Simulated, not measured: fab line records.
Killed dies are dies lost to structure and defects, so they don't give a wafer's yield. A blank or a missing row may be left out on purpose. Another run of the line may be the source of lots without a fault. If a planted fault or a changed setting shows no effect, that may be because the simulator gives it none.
Which tool did it? / flow n5Finfet / at 1 step of a route of 1938, 10 lots with 27 wafers sampled

WHAT EACH GAUGE READ, for each wafer
N5_BEOL_M4_RC_MEAS_101. Usual: DIBL_N 35.8 mV/V, standard deviation 1.5; DIBL_P 35.9 mV/V, standard deviation 1.8; IOFF_N 0.152 nA/um, standard deviation 0.025; IOFF_P 0.21 nA/um, standard deviation 0.031; ION_N 672 uA/um, standard deviation 11; ION_P 462 uA/um, standard deviation 7.4; SS_N 71.5 mV/dec, standard deviation 0.52; SS_P 73.2 mV/dec, standard deviation 0.54; VT_N 250 mV, standard deviation 3; VT_P -250 mV, standard deviation 3.3.
lot=L802; measured=day 7 22:11; on=prober-01; DIBL_N (mV/V)=35.7 38.0 37.1; DIBL_P (mV/V)=36.5 38.4 37.1; IOFF_N (nA/um)=0.146 0.192 0.176; IOFF_P (nA/um)=0.19 0.21 0.20; ION_N (uA/um)=670 672 682; ION_P (uA/um)=454 457 455; SS_N (mV/dec)=72.9 73.0 72.7; SS_P (mV/dec)=72.9 73.7 73.0; VT_N (mV)=251 250 251; VT_P (mV)=-253 -249 -249; flag=
lot=L805; measured=day 9 07:46; on=prober-01; DIBL_N (mV/V)=33.9 34.9 34.1; DIBL_P (mV/V)=34.8 35.9 35.4; IOFF_N (nA/um)=0.122 0.143 0.125; IOFF_P (nA/um)=0.16 0.17 0.16; ION_N (uA/um)=670 674 665; ION_P (uA/um)=457 452 459; SS_N (mV/dec)=70.9 70.7 71.5; SS_P (mV/dec)=72.9 73.0 72.6; VT_N (mV)=250 251 251; VT_P (mV)=-254 -252 -256; flag=
lot=L808; measured=day 9 17:10; on=prober-02; DIBL_N (mV/V)=37.0 37.5 35.0; DIBL_P (mV/V)=36.6 37.7 33.7; IOFF_N (nA/um)=0.143 0.146 0.112; IOFF_P (nA/um)=0.19 0.19 0.14; ION_N (uA/um)=670 665 661; ION_P (uA/um)=459 453 450; SS_N (mV/dec)=71.6 71.9 71.4; SS_P (mV/dec)=73.8 74.1 72.9; VT_N (mV)=252 254 256; VT_P (mV)=-255 -255 -259; flag=
lot=L811; measured=day 10 23:31; on=prober-01; DIBL_N (mV/V)=37.8 37.7; DIBL_P (mV/V)=35.5 35.1; IOFF_N (nA/um)=0.148 0.151; IOFF_P (nA/um)=0.21 0.21; ION_N (uA/um)=669 666; ION_P (uA/um)=458 459; SS_N (mV/dec)=71.3 72.1; SS_P (mV/dec)=73.0 72.7; VT_N (mV)=250 253; VT_P (mV)=-247 -249; flag=
lot=L816; measured=day 11 21:47; on=prober-02; DIBL_N (mV/V)=38.9 35.4; DIBL_P (mV/V)=40.1 35.7; IOFF_N (nA/um)=0.205 0.134; IOFF_P (nA/um)=0.27 0.20; ION_N (uA/um)=687 658; ION_P (uA/um)=475 456; SS_N (mV/dec)=72.3 71.5; SS_P (mV/dec)=74.0 72.7; VT_N (mV)=245 250; VT_P (mV)=-247 -251; flag=
lot=L817; measured=day 11 23:52; on=prober-01; DIBL_N (mV/V)=36.0 36.5; DIBL_P (mV/V)=35.8 38.0; IOFF_N (nA/um)=0.172 0.196; IOFF_P (nA/um)=0.23 0.28; ION_N (uA/um)=676 706; ION_P (uA/um)=465 489; SS_N (mV/dec)=71.6 72.4; SS_P (mV/dec)=72.8 73.7; VT_N (mV)=245 245; VT_P (mV)=-248 -243; flag=
lot=L818; measured=day 12 20:54; on=prober-01; DIBL_N (mV/V)=34.6 36.3 35.0; DIBL_P (mV/V)=35.8 37.8 36.7; IOFF_N (nA/um)=0.160 0.185 0.175; IOFF_P (nA/um)=0.20 0.24 0.22; ION_N (uA/um)=672 692 701; ION_P (uA/um)=456 470 472; SS_N (mV/dec)=71.6 71.3 71.0; SS_P (mV/dec)=73.2 73.8 73.5; VT_N (mV)=247 245 246; VT_P (mV)=-250 -250 -250; flag=
lot=L821; measured=day 13 01:29; on=prober-01; DIBL_N (mV/V)=34.0 33.5 34.8; DIBL_P (mV/V)=34.4 34.2 36.0; IOFF_N (nA/um)=0.141 0.127 0.159; IOFF_P (nA/um)=0.21 0.20 0.24; ION_N (uA/um)=664 648 689; ION_P (uA/um)=463 457 473; SS_N (mV/dec)=72.0 70.8 71.4; SS_P (mV/dec)=73.1 72.4 73.4; VT_N (mV)=252 253 249; VT_P (mV)=-247 -247 -246; flag=
lot=L822; measured=day 13 12:31; on=prober-02; DIBL_N (mV/V)=33.7 33.9 34.5; DIBL_P (mV/V)=34.6 34.2 34.7; IOFF_N (nA/um)=0.135 0.133 0.145; IOFF_P (nA/um)=0.20 0.19 0.20; ION_N (uA/um)=662 664 653; ION_P (uA/um)=465 455 455; SS_N (mV/dec)=71.3 71.8 71.4; SS_P (mV/dec)=72.6 73.0 73.2; VT_N (mV)=251 253 254; VT_P (mV)=-249 -251 -252; flag=
lot=L823; measured=day 13 15:20; on=prober-01; DIBL_N (mV/V)=36.0 35.9 35.4; DIBL_P (mV/V)=35.4 35.9 35.1; IOFF_N (nA/um)=0.146 0.154 0.144; IOFF_P (nA/um)=0.22 0.23 0.21; ION_N (uA/um)=676 678 693; ION_P (uA/um)=467 466 468; SS_N (mV/dec)=71.5 71.8 71.3; SS_P (mV/dec)=73.1 73.0 72.4; VT_N (mV)=251 246 251; VT_P (mV)=-249 -248 -248; flag=

WHAT TOOL EACH LOT RAN ON (gives the tool, then ch and the chambers of the sampled wafers, and finally the start)
The record holds no process step before these readings.

AS READ BY THE TOOLS THEMSELVES (means over the sampled wafers that have a number; for cases with no such wafer, the mark the record gives instead)
The record holds no such reading with a usual standard deviation.

THE ANSWER, worked out from the rows above alone
Rule: a lot counts as off when the mean over its wafers that have a number is more than 3 standard deviations away from the usual mean. A lot without any number at a reading at which 4 lots or more have one is off too. All remaining lots with rows at the step are treated as sound. After the gauges, taken in route order, come the tools' own readings; for these a lot's mean is taken, as printed above. At the first step where some lot is off, the reading lying furthest off is the one used; lots without a number count as furthest.
No lot is off on any of the readings shown, so nothing can be concluded from this.

WHAT THE SIMULATOR HAD PUT IN
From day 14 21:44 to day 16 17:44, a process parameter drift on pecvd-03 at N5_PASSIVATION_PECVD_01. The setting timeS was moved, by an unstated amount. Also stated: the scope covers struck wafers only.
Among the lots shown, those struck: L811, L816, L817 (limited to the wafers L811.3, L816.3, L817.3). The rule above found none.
